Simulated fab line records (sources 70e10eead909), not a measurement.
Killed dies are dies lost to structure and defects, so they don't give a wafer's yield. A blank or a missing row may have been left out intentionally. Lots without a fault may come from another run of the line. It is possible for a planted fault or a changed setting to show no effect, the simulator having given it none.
fab line records	flow nand_harc
record lots=12	wafers=36	last_day=33
route steps=1302 shown A_CHANNEL_FILL_D1@499 A_DECK1_JOINT@526 END@1302
lots that met no fault: from a run of the same line without faults
start_h: hours from the record's opening day to when the first of the lot's shown wafers began	wait_h: hours since the lot's step before	" same as the row above	L1.1+2: several wafers, shown together as one row	- no value, or no start was given	* or withheld: withheld	< > ~ a bound
route shown NAME@n: NAME is a module with steps in the file, n the number in the route of the first one	usual: mean/standard deviation taken from wafers without a fault	same: alike in all rows	chamber/n: place in a boat	sites: readings site by site	_std_site: standard deviation across them	_edge_site: outer sites' mean less inner sites'	radius_mm: how far each site lies from the wafer's centre	mask NAME#n: copy n	behind: the last tool/chamber to shape the wafer	hold: the reason the lot was held/the length of the hold in hours/how it ended	device: transistor that didn't switch, given as n, p or np	end of line: the tests these same wafers got at the end of their route	step lacking rows: just its recipe	killed: at the first sort, the dies lost to defects and structure; wafer yield is something else	map: per-die view of a wafer (x killed, . not killed, _ where there is no die)
set.NAME: the setting the step ran with; set.NAME@STEP: the setting that earlier step ran with	model.NAME: the simulator's own value behind a step, which no gauge read
a sample of lots followed through the steps of the route, with each step as a table and each wafer as a row
services: when a tool's chamber went out of use (start_h, in hours from the record's first day, below 0 if earlier), for how many hours, and the reason
## steps
# step NHARC_A_CHANNEL_FILL_D1_ETCHBACK_19
# recipe target_depth_a=50	time_s=1.7	hbr_flow_sccm=150	cl2_flow_sccm=50	rf_w=400	icp_w=400	bias_w=100	chemistry=HBr/Cl2
# usual drypump_motor_current_A=5.9/0.36	hbr_flow_sccm=150.0/0.47	oes_product_au=0.997/0.01	throttle_valve_pct=26.407/0.0097
lot.wafer	tool	chamber	start_h	wait_h	drypump_motor_current_A	hbr_flow_sccm	oes_product_au	rf_hours_counter_h	throttle_valve_pct
L992.4	rie_si-02	0	231.45	0.4	5.7	150.4	1.000	0.7	26.396
L992.6	"	2	"	"	5.6	150.7	0.987	-	26.396
L992.5	"	3	"	"	6.2	150.2	1.011	-	26.416
L993.2	rie_si-06	3	246.83	0.4	6.3	150.3	1.008	1.1	26.410
L993.1	"	0	"	"	5.4	149.6	0.989	1.0	26.407
L993.3	"	1	"	"	6.3	150.1	1.000	1.0	26.405
L995.2	rie_si-02	1	274.50	0.4	5.7	150.5	0.974	1.2	26.411
L995.5	"	1	"	"	5.6	150.3	0.984	-	26.406
L995.6	"	2	"	"	5.6	149.7	0.988	-	26.403
L996.3	rie_si-06	1	300.27	0.4	6.3	150.1	0.988	0.2	26.414
L996.4	"	3	"	"	6.3	150.7	1.004	0.3	26.419
L996.5	"	2	"	"	6.0	149.9	1.005	-	26.392
L999.3	rie_si-06	1	310.18	0.4	6.3	150.7	0.981	0.3	26.389
L999.4	"	3	"	"	6.3	149.7	1.001	0.3	26.408
L999.2	"	0	"	"	5.4	150.0	1.009	0.4	26.403
L100.2	rie_si-01	3	310.18	0.4	6.5	150.6	0.998	0.7	26.412
L100.6	"	3	"	"	6.5	149.8	0.988	-	26.419
L100.5	"	0	"	"	5.7	149.9	0.997	-	26.388
L101.1	rie_si-06	1	330.33	0.4	6.2	150.6	0.984	0.4	26.399
L101.4	"	3	"	"	6.3	150.2	0.988	0.5	26.396
L101.2	"	0	"	"	5.4	150.7	1.002	0.5	26.402
L106.2	rie_si-06	2	377.14	0.4	6.0	150.0	0.992	0.6	26.414
L106.1	"	0	"	"	5.4	149.2	1.011	1.0	26.417
L106.6	"	1	"	"	6.2	149.6	0.991	-	26.403
L109.4	rie_si-02	1	417.59	0.4	5.6	149.6	0.986	0.7	26.393
L109.2	"	3	"	"	6.2	149.8	1.001	0.8	26.399
L109.3	"	0	"	"	5.7	149.5	0.994	0.9	26.413
L110.3	rie_si-06	2	421.62	0.4	6.0	150.7	1.005	0.8	26.395
L110.2	"	0	"	"	5.4	150.0	1.015	1.2	26.400
L110.5	"	3	"	"	6.3	149.6	1.001	-	26.406
L111.3	rie_si-01	3	434.54	0.4	6.4	150.3	0.991	0.3	26.414
L111.1	"	1	"	"	5.7	150.1	1.005	0.2	26.398
L111.6	"	2	"	"	5.3	150.4	1.001	-	26.413
L112.4	rie_si-02	0	434.56	0.4	5.7	149.4	1.000	1.0	26.406
L112.2	"	1	"	"	5.6	149.6	0.985	0.8	26.404
L112.5	"	2	"	"	5.6	149.9	1.006	-	26.396
# step NHARC_A_CHANNEL_FILL_D1_ETCHBACK_08
# recipe target_depth_a=2200	time_s=110	c4f8_flow_sccm=20	ar_flow_sccm=withheld	rf_w=600	bias_w=300	chemistry=C4F8
# usual oes_product_au=0.95/0.032	rf_vpp_V=441.1/2.3
lot.wafer	tool	chamber	start_h	wait_h	oes_product_au	rf_hours_counter_h	rf_vpp_V
L992.4	rie_diel-09	1	-	-	0.93	4.4	444.7
L992.5	"	1	"	"	0.92	-	443.6
L992.6	"	2	"	"	0.93	-	442.4
L993.3	rie_diel-09	1	-	-	0.91	4.9	444.1
L993.1	"	2	"	"	0.93	4.7	442.9
L993.2	"	3	"	"	0.93	3.5	439.3
L995.2	rie_diel-09	1	-	-	0.91	7.4	445.5
L995.5	"	0	"	"	0.94	-	440.3
L995.6	"	1	"	"	0.92	-	444.1
L996.3	rie_diel-12	2	-	-	0.98	3.0	439.5
L996.4	"	3	"	"	1.01	2.9	441.9
L996.5	"	0	"	"	1.00	-	440.6
L999.4	rie_diel-12	1	-	-	0.93	3.4	441.1
L999.3	"	2	"	"	0.92	3.0	440.1
L999.2	"	3	"	"	0.93	3.6	442.7
L100.2	rie_diel-04	3	-	-	0.94	9.9	441.6
L100.6	"	2	"	"	0.91	-	436.3
L100.5	"	3	"	"	0.93	-	442.3
L101.1	rie_diel-04	0	-	-	0.93	9.9	440.3
L101.4	"	1	"	"	0.91	9.4	440.3
L101.2	"	3	"	"	0.94	11.1	444.0
L106.1	rie_diel-09	1	-	-	0.99	3.4	444.8
L106.2	"	0	"	"	1.00	2.9	439.0
L106.6	"	2	"	"	0.99	-	445.3
L109.3	rie_diel-04	3	-	-	0.92	2.5	444.0
L109.4	"	0	"	"	0.93	2.5	440.3
L109.2	"	1	"	"	0.93	2.3	439.5
L110.3	rie_diel-04	1	-	-	0.98	2.4	438.8
L110.2	"	0	"	"	0.98	2.6	441.5
L110.5	"	2	"	"	0.99	-	438.7
L112.2	rie_diel-04	2	-	-	1.00	2.5	438.1
L112.5	"	2	"	"	0.99	-	436.5
L112.4	"	1	"	"	1.00	-	438.9
L111.3	rie_diel-09	3	-	-	0.92	4.5	438.8
L111.1	"	1	"	"	0.91	6.0	444.5
L111.6	"	3	"	"	0.94	-	441.4
# step NHARC_A_CHANNEL_FILL_D1_CMP_10
# recipe target_thk_nm=150
# usual motor_current_A=12.1/1.1	time_to_endpoint_s=15.3/2.5
lot.wafer	tool	chamber	start_h	wait_h	motor_current_A	time_to_endpoint_s
L992.4	cmp-03	2	255.25	0.4	12.8	13.4
L992.6	"	1	"	"	14.0	13.7
L992.5	"	2	"	"	13.4	13.7
L993.1	cmp-03	0	270.39	0.4	11.9	11.3
L993.2	"	1	"	"	13.0	13.9
L993.3	"	2	"	"	13.1	10.7
L995.2	cmp-03	3	297.82	0.4	11.2	9.0
L995.5	"	1	"	"	13.4	14.8
L995.6	"	2	"	"	12.6	12.6
L996.4	cmp-02	3	323.71	0.4	11.0	18.0
L996.3	"	0	"	"	12.7	14.3
L996.5	"	2	"	"	11.3	13.1
L999.4	cmp-03	1	334.21	0.4	13.2	16.5
L999.2	"	2	"	"	13.1	13.2
L999.3	"	3	"	"	12.0	12.3
L100.2	cmp-04	0	334.26	0.4	11.5	19.1
L100.6	"	2	"	"	14.4	14.0
L100.5	"	3	"	"	11.8	13.6
L101.2	cmp-02	3	353.83	0.4	11.1	16.5
L101.1	"	0	"	"	12.7	16.8
L101.4	"	2	"	"	11.6	14.2
L106.2	cmp-03	2	400.65	0.4	13.5	14.9
L106.1	"	3	"	"	11.8	12.6
L106.6	"	1	"	"	12.5	12.9
L109.2	cmp-04	0	441.84	0.4	11.6	18.1
L109.4	"	1	"	"	13.4	14.2
L109.3	"	2	"	"	14.6	15.6
L110.2	cmp-04	3	448.60	0.4	11.9	15.3
L110.3	"	1	"	"	12.6	15.8
L110.5	"	3	"	"	12.2	14.3
L111.3	cmp-02	1	457.84	0.4	10.4	17.9
L111.1	"	0	"	"	12.4	18.5
L111.6	"	2	"	"	11.1	14.1
L112.4	cmp-04	0	457.89	0.4	12.1	19.5
L112.2	"	1	"	"	12.7	13.0
L112.5	"	3	"	"	12.2	13.3
# step NHARC_A_DECK1_JOINT_CVD_12
# recipe target_thk_a=900	temp_c=620	pressure_mtorr=200	time_s=1800	material=poly-Si
# usual spike_tc_centre_C=620.3/1
lot.wafer	tool	chamber	start_h	wait_h	spike_tc_centre_C
L992.4	lpcvd_poly-02	0	263.13	2.6	620.5
L992.5	"	0	"	"	620.2
L992.6	"	0	"	"	617.3
L993.1	lpcvd_poly-02	0	278.33	2.6	620.7
L993.2	"	0	"	"	619.1
L993.3	"	0	"	"	620.2
L995.2	lpcvd_poly-02	0	305.72	2.5	620.0
L995.5	"	0	"	"	621.8
L995.6	"	0	"	"	619.9
L996.3	lpcvd_poly-02	0	331.60	2.6	619.1
L996.4	"	0	"	"	620.0
L996.5	"	0	"	"	619.6
L999.2	lpcvd_poly-03	0	341.96	2.5	619.8
L999.3	"	0	"	"	620.7
L999.4	"	0	"	"	620.9
L999.2	lpcvd_poly-01	0	345.64	1.2	621.7
L999.3	"	0	"	"	621.3
L999.4	"	0	"	"	621.8
L100.2	lpcvd_poly-03	0	341.96	2.4	621.6
L100.5	"	0	"	"	620.5
L100.6	"	0	"	"	621.5
L100.2	lpcvd_poly-01	0	345.64	1.2	619.5
L100.5	"	0	"	"	620.6
L100.6	"	0	"	"	620.8
L101.1	lpcvd_poly-02	0	361.75	2.6	621.2
L101.2	"	0	"	"	620.6
L101.4	"	0	"	"	619.4
L106.1	lpcvd_poly-02	0	408.53	2.6	619.0
L106.2	"	0	"	"	622.3
L106.6	"	0	"	"	619.3
L106.1	lpcvd_poly-01	0	412.94	1.9	619.9
L106.2	"	0	"	"	619.2
L106.6	"	0	"	"	620.6
L109.2	lpcvd_poly-01	0	449.73	2.6	622.4
L109.3	"	0	"	"	620.1
L109.4	"	0	"	"	620.0
L110.2	lpcvd_poly-01	0	456.51	2.6	622.2
L110.3	"	0	"	"	619.5
L110.5	"	0	"	"	620.3
L111.1	lpcvd_poly-01	0	465.77	2.6	620.1
L111.3	"	0	"	"	621.0
L111.6	"	0	"	"	622.6
L112.2	lpcvd_poly-01	0	465.77	2.6	619.0
L112.4	"	0	"	"	620.9
L112.5	"	0	"	"	618.7
# step NHARC_A_DECK1_JOINT_CMP_13
# recipe target_thk_nm=51.023
# usual motor_current_A=11.6/0.95	time_to_endpoint_s=9.3/2.2
lot.wafer	tool	chamber	start_h	wait_h	motor_current_A	time_to_endpoint_s
L992.4	cmp-02	2	265.95	0.4	11.0	7.0
L992.6	"	1	"	"	10.1	12.4
L992.5	"	2	"	"	10.9	9.4
L993.3	cmp-02	1	281.18	0.4	10.5	11.3
L993.2	"	3	"	"	10.9	15.0
L993.1	"	0	"	"	12.3	10.9
L995.2	cmp-03	3	308.56	0.4	11.8	5.2
L995.5	"	3	"	"	11.9	7.5
L995.6	"	0	"	"	11.1	5.3
L996.4	cmp-01	2	334.49	0.4	11.2	8.8
L996.3	"	3	"	"	12.5	8.0
L996.5	"	1	"	"	10.7	7.9
L999.2	cmp-01	1	348.82	0.7	10.2	17.5
L999.3	"	3	"	"	11.9	17.5
L999.4	"	0	"	"	11.5	19.7
L100.2	cmp-03	3	348.82	0.7	11.0	18.8
L100.5	"	3	"	"	11.6	18.8
L100.6	"	0	"	"	11.1	18.4
L101.2	cmp-01	3	364.57	0.4	11.8	9.9
L101.4	"	1	"	"	10.5	8.8
L101.1	"	2	"	"	10.5	11.0
L106.2	cmp-02	2	416.20	0.7	11.0	19.6
L106.1	"	3	"	"	11.3	23.3
L106.6	"	2	"	"	11.1	21.4
L109.2	cmp-01	0	452.56	0.4	12.0	7.4
L109.3	"	1	"	"	10.5	6.6
L109.4	"	2	"	"	11.3	7.5
L110.3	cmp-02	2	459.39	0.4	11.8	6.0
L110.2	"	3	"	"	11.3	9.7
L110.5	"	0	"	"	12.2	12.0
L112.4	cmp-01	1	468.60	0.4	10.6	12.9
L112.2	"	3	"	"	12.6	11.3
L112.5	"	2	"	"	10.9	11.1
L111.1	cmp-02	0	468.65	0.4	12.3	7.6
L111.3	"	1	"	"	10.4	9.7
L111.6	"	3	"	"	11.2	8.5
# step NHARC_END_SORT_01
# recipe temp_c=25
# usual killed_at_array=64/18	killed_at_other=0.8/1.1	killed_at_periphery=3.8/2.7	killed_dies=68/18	killed_open=3.3/1.9	killed_short=2.3/1.8
# same gross_dies=677
lot.wafer	tool	chamber	start_h	wait_h	killed_at_array	killed_at_other	killed_at_periphery	killed_dies	killed_open	killed_short
L999.2	prober-01	0	663.41	2.8	88	0	6	94	4	3
L999.3	prober-01	0	664.21	3.1	79	0	4	83	2	3
L999.4	prober-01	0	665.02	3.4	84	1	6	91	7	0
# killed by level:class
L999.2 A_CHANNEL_HOLE_D1:chamber_film_flake=41 A_SLIT:chamber_film_flake=27 A_ZERO_WELL:chamber_film_flake=4 A_BLC:chamber_film_flake=4 A_CONTACT:chamber_film_flake=3 A_WL_FILL:geometric_particle:short=2 P_ZERO_WELL:chamber_film_flake=2 A_CHANNEL_FILL_D2:chamber_film_flake=2
L999.3 A_CHANNEL_HOLE_D1:chamber_film_flake=31 A_SLIT:chamber_film_flake=30 A_CONTACT:chamber_film_flake=4 P_ZERO_WELL:chamber_film_flake=3 A_CHANNEL_HOLE_D2:chamber_film_flake=3 A_STAIRCASE:chamber_film_flake=3 A_WL_FILL:geometric_particle:short=2 A_CHANNEL_FILL_D1:geometric_particle:open=1
L999.4 A_SLIT:chamber_film_flake=38 A_CHANNEL_HOLE_D1:chamber_film_flake=25 A_ZERO_WELL:chamber_film_flake=4 A_CHANNEL_FILL_D2:chamber_film_flake=3 A_BLC:chamber_film_flake=3 A_CHANNEL_FILL_D1:geometric_particle:open=2 A_ONON_D2:geometric_particle:open=2 P_ZERO_WELL:chamber_film_flake=2
## services
tool	chamber	start_h	hours	kind
lpcvd_poly-02	-	208.01	26.0	pm
cmp-02	-	216.31	1.5	repair
rie_diel-09	-	219.84	3.3	repair
cmp-02	-	228.06	1.0	repair
rie_diel-09	3	232.31	15.8	repair
rie_diel-04	1	232.36	3.3	repair
cmp-02	-	232.56	4.0	pm
rie_diel-09	0	240.68	4.2	repair
cmp-02	-	241.99	0.9	repair
lpcvd_poly-01	-	242.86	4.4	repair
rie_si-06	-	249.00	9.0	pm
cmp-03	-	261.29	4.0	pm
cmp-02	-	272.75	1.3	repair
cmp-02	-	314.87	0.3	repair
cmp-02	-	330.56	4.0	pm
cmp-03	-	359.29	4.0	pm
cmp-03	-	367.76	2.2	repair
cmp-02	-	373.52	1.1	repair
cmp-02	-	382.14	1.3	repair
cmp-03	-	412.69	1.3	repair
rie_si-06	-	426.00	9.0	pm
cmp-02	-	428.56	4.0	pm
cmp-03	-	446.79	4.9	repair
cmp-03	-	457.29	4.0	pm
## key
first_sign step=NHARC_A_DECK1_JOINT_CVD_12	reading=visit	direction=added
effect step=NHARC_A_DECK1_JOINT_CMP_13	reading=time_to_endpoint_s	direction=up	sigmas=4.5	usual=*	struck=*
met_at NHARC_A_DECK1_JOINT_CVD_12
struck_lots L999,L100,L106
tester_left_out L999,L100,L106
not_acting_at NHARC_A_CHANNEL_FILL_D1_ETCHBACK_19,NHARC_A_CHANNEL_FILL_D1_ETCHBACK_08,NHARC_A_CHANNEL_FILL_D1_CMP_10
fault kind=repeated_step_whole	tool=lpcvd_poly-01,lpcvd_poly-02,lpcvd_poly-03	chamber=-	onset_h=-	steps=NHARC_A_DECK1_JOINT_CVD_12	times=1	scope=struck_lots_only
# tester_left_out: of these lots the tester's yield and bins aren't shown, on N5 and GAA mostly nor the transistor test; their killed dies are dies lost to structure and defects alone, not to doping, threshold or leakage, so they don't give the yield
